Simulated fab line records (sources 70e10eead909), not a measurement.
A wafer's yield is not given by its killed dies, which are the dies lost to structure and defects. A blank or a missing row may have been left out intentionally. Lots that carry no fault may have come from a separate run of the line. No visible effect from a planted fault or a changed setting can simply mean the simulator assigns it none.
Chamber matching ; flow nand-harc ; NHARC_A_SLIT_ETCH_29 on rie-diel-13: 4 sister chambers
The step etches the open film in CF4/O2, target depth 100 nm, overetch 10 nm, time 55 s. 18 wafers are shown with their chamber, then 9 later ones without.

WAFERS WITH THEIR CHAMBER
wafer;chamber;drypump-motor-current-A (A);rf-vpp-V (V);oes-product-au (a.u.)
L075.1;2;5.2;196.3;1.001
L075.3;1;5.6;199.7;1.006
L075.5;0;6.1;196.3;1.002
L080.1;2;5.2;195.0;1.019
L080.4;0;6.1;195.5;1.012
L080.6;2;5.2;196.0;1.016
L084.3;2;5.2;195.4;1.018
L084.4;1;5.6;198.2;0.993
L084.5;2;5.2;195.9;1.015
L086.2;3;5.9;195.3;1.004
L086.3;1;5.7;197.7;0.993
L086.5;3;5.9;196.4;1.003
L089.2;2;5.2;195.9;1.020
L089.3;3;5.9;196.5;1.003
L089.5;2;5.2;194.8;1.026
L091.2;0;6.1;196.3;1.007
L091.4;1;5.7;200.1;0.997
L091.5;1;5.6;199.0;0.997

SIGNATURES (averages over the wafers above)
reading;chamber 0;chamber 1;chamber 2;chamber 3;scatter within a chamber
drypump-motor-current-A;6.100;5.640;5.200;5.900;0.0293
rf-vpp-V;196.033;198.940;195.614;196.067;0.717
oes-product-au;1.00700;0.99720;1.01643;1.00333;0.00608
Rule: for each reading, subtract the chamber's mean from the wafer's reading, divide by that reading's scatter and square the result; add these up over the readings and take the root, which gives the wafer's distance from the chamber. If the next closest chamber is less than 2 further off than the closest, the wafer can't be placed; otherwise it belongs to the closest. The scatter is the square root of a quotient: the sum, over the shown wafers, of each reading's squared deviation from its chamber's mean, divided by wafers minus chambers.

WAFERS MISSING THEIR CHAMBER
wafer;drypump-motor-current-A (A);rf-vpp-V (V);oes-product-au (a.u.)
L092.2;6.1;195.4;1.010
L092.5;5.2;194.6;1.016
L092.6;6.1;197.9;1.000
L094.2;5.7;198.8;0.993
L094.4;6.1;196.7;0.995
L094.5;5.2;196.6;1.016
L095.2;6.1;196.9;0.999
L095.3;5.9;196.4;0.985
L095.6;5.7;198.5;0.991

THE CHAMBER EACH PASSED THROUGH
wafer;from the rows above;in truth
L092.2;0;0
L092.5;2;2
L092.6;0;0
L094.2;1;1
L094.4;0;0
L094.5;2;2
L095.2;0;0
L095.3;3;3
L095.6;1;1
9 of 9 placed correctly. From these rows, 0 cannot be placed. 0 placed wrongly.
